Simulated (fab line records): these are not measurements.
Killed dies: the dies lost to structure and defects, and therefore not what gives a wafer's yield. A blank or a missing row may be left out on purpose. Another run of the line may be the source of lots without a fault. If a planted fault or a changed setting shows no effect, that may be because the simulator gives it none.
Matching of chambers | flow nand_harc | NHARC_A_STAIRCASE_DEP_417 on pecvd-01 has 3 sister chambers
The step deposits Si3N4, target thk 60 nm. 6 wafers are shown with their chamber, then 7 later ones without.

WAFERS PAIRED WITH THEIR CHAMBERS
wafer  | chamber | heater_power_w (W) | rf_fwd_power_W (W)
L082.5 | 0       | 645                | 448.4
L081.2 | 0       | 615                | 448.4
L084.4 | 1       | 889                | 447.3
L085.2 | 1       | 854                | 451.0
L087.1 | 2       | 782                | 449.7
L087.5 | 2       | 788                | 449.4

WAFERS MISSING THEIR CHAMBER
wafer  | heater_power_w (W) | rf_fwd_power_W (W)
L087.6 | 695                | 448.3
L092.4 | 684                | 447.3
L092.5 | 704                | 448.4
L092.6 | 758                | 449.6
L097.1 | 706                | 449.7
L097.4 | 715                | 451.4
L097.5 | 849                | 449.7

WHICH CHAMBER EACH WENT THROUGH
wafer  | from the rows above     | in truth
L087.6 | can't be placed: 0 or 2 | 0
L092.4 | 0                       | 0
L092.5 | can't be placed: 0 or 2 | 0
L092.6 | 2                       | 2
L097.1 | can't be placed: 0 or 2 | 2
L097.4 | can't be placed: 2 or 0 | 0
L097.5 | 1                       | 1
Placed correctly: 3 of 7. Not placeable from these rows: 4 (in 4, the candidates include the true chamber). Placed wrongly: 0.
How it was worked out, from the rows above alone: a wafer's distance from a chamber is the root of the sum, over the readings, of the square of ((its reading less the chamber's mean) divided by the reading's scatter). The wafer belongs to the nearest chamber; if the next one is less than 2 further off, it can't be placed. A chamber's mean is the mean of its shown wafers. How the scatter is found: for the shown wafers, subtract from each reading the mean of its chamber, square and add these, divide the total by (wafers less chambers), then take the root.
